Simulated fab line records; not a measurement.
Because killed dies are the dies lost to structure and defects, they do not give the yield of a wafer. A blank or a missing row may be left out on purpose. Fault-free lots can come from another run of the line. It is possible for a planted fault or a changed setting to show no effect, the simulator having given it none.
The same fault as seen by 2 desks -- flow n5-finfet -- each desk has only its own numbers; what lay behind them comes last

AT THE TOOL OWNER'S DESK: epi-rpcvd-01
The tool's own readings at N5_PMOS_HMC_CHANNEL_EPI_EPI_20 (deposits SiGe30, target thk 59 nm): means of the sampled wafers that have a number, for each lot that ran on this tool. If a lot's mean is further than 4 standard deviations from the usual mean, the lot is out of limits and carries the mark OUT (the distance appears in the brackets).
Columns: A = chamber-pressure-Torr at N5_PMOS_HMC_CHANNEL_EPI_EPI_20, usual 19.99 Torr; B = susceptor_temp_C_max at N5_PMOS_HMC_CHANNEL_EPI_EPI_20, usual 600.9
lot,first seen here,A,B
L199,day 3 06:04,19.97,601.2
L203,day 4 06:46,19.97,601.2
L206,day 5 01:04,19.98,601.0
L211,day 6 06:13,14.69 (-99 or more) OUT,600.9
L212,day 7 00:02,14.68 (-99 or more) OUT,601.2
This desk's verdict: out of limits on L211, L212, starting with L211 at day 6 06:13 (chamber-pressure-Torr at N5_PMOS_HMC_CHANNEL_EPI_EPI_20). In limits: L199, L203, L206.

FROM THE METROLOGY DESK
What the gauges read for every lot (on any tool): the sampled wafers with a number, averaged. If a lot's mean is further than 4 standard deviations from the usual mean, the lot is out of limits and carries the mark OUT (the distance appears in the brackets).
Columns: A = HMC_CMP_THK at N5_PMOS_HMC_CHANNEL_EPI_THK_MEAS_22, usual 54.3 nm
lot,first seen here,A
L193,day 1 20:37,53.3
L194,day 2 01:59,54.0
L199,day 3 08:04,54.3
L202,day 4 01:57,54.1
L203,day 4 07:59,53.9
L204,day 4 14:29,55.2
L206,day 5 02:19,54.5
L211,day 6 07:39,52.6
L212,day 7 01:54,52.0 (-4.1) OUT
L213,day 7 10:08,54.0
This desk's finding: out of limits on L212; first on L212, day 7 01:54 (HMC_CMP_THK at N5_PMOS_HMC_CHANNEL_EPI_THK_MEAS_22). In limits: L193, L194, L199, L202, L203, L204, L206, L211, L213.

PUT TOGETHER
At day 6 06:13, on L211, L212, the tool owner's desk was in a position to raise an alarm.
An alarm was possible from the metrology desk at day 7 01:54, on L212.
The metrology desk holds a record of L211, inside its limits.
The lots listed all ran N5_PMOS_HMC_CHANNEL_EPI_EPI_20 on epi-rpcvd-01.

WHAT WAS PUT IN BY THE SIMULATOR
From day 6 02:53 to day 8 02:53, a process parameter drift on epi-rpcvd-01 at N5_PMOS_HMC_CHANNEL_EPI_EPI_20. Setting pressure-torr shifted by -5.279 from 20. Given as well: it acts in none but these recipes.
Shown lots that were struck: L211, L212.
Time in hours from fault onset to the first out-of-limits reading at each desk: tool owner's desk 3, metrology desk 23.
